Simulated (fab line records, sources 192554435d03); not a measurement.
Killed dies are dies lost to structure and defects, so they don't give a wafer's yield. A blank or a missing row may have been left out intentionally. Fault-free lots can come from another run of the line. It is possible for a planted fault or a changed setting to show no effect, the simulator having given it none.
Which tool did it? || flow n5-finfet || at 1 step of a route of 1938, 12 lots with 35 wafers sampled

## WHAT THE GAUGES SHOWED, per wafer
N5_BEOL_M8_OVL_MEAS_12.
{"lot": "L399", "measured": "day 9 13:41", "on": "overlay-02", "M8_OVL (nm)": "0.0 0.5 0.2"}
{"lot": "L398", "measured": "day 9 16:58", "on": "overlay-02", "M8_OVL (nm)": "1.2 1.6 -0.9"}
{"lot": "L400", "measured": "day 9 18:26", "on": "overlay-02", "M8_OVL (nm)": "0.5 1.0 0.1"}
{"lot": "L404", "measured": "day 10 23:58", "on": "overlay-02", "M8_OVL (nm)": "0.4 0.8 0.9"}
{"lot": "L406", "measured": "day 11 08:26", "on": "overlay-01", "M8_OVL (nm)": "0.4 -0.1"}
{"lot": "L405", "measured": "day 11 08:39", "on": "overlay-01", "M8_OVL (nm)": "0.0 -0.7 0.4"}
{"lot": "L409", "measured": "day 12 06:29", "on": "overlay-01", "M8_OVL (nm)": "-0.5 0.9 -1.3"}
{"lot": "L410", "measured": "day 12 15:14", "on": "overlay-01", "M8_OVL (nm)": "-0.2 -0.2 -0.9"}
{"lot": "L414", "measured": "day 13 20:41", "on": "overlay-02", "M8_OVL (nm)": "-0.2 0.4 0.6"}
{"lot": "L419", "measured": "day 15 02:07", "on": "overlay-02", "M8_OVL (nm)": "0.1 1.3 -0.4"}
{"lot": "L421", "measured": "day 15 07:12", "on": "overlay-01", "M8_OVL (nm)": "-1.4 -0.9 -0.4"}
{"lot": "L420", "measured": "day 15 07:22", "on": "overlay-01", "M8_OVL (nm)": "-0.2 -0.2 -0.2"}

## WHICH TOOL RAN EACH LOT (tool, then ch and the chambers of the sampled wafers, then the start)
No process step before these readings appears in the record.

## AS READ BY THE TOOLS THEMSELVES (means over the sampled wafers that have a number; for cases with no such wafer, the mark the record gives instead)
The record holds no such reading with a usual standard deviation.

## THE ANSWER, worked out from the rows above alone
Rule: the usual values come from the lots themselves. The widest of any qualifying gaps counts: lots, ordered by their means at a reading, are off when they make up no more than a third of the lots, leave a main group of 4 or more, and stand apart from it by 3 or more times the standard deviation of that group's means. If all means in a main group match to the digits the tables above print for the reading, that group is not used. A lot without any number at a reading at which 4 lots or more have one is off too. Any other lot the step has rows for is counted as sound. After the gauges, taken in route order, come the tools' own readings; for these a lot's mean is taken, as printed above. At the first step where some lot is off, the reading lying furthest off is the one used; lots without a number count as furthest.
None of the lots is off at any reading shown; this tells nothing.

## WHAT THE SIMULATOR HAD INSERTED
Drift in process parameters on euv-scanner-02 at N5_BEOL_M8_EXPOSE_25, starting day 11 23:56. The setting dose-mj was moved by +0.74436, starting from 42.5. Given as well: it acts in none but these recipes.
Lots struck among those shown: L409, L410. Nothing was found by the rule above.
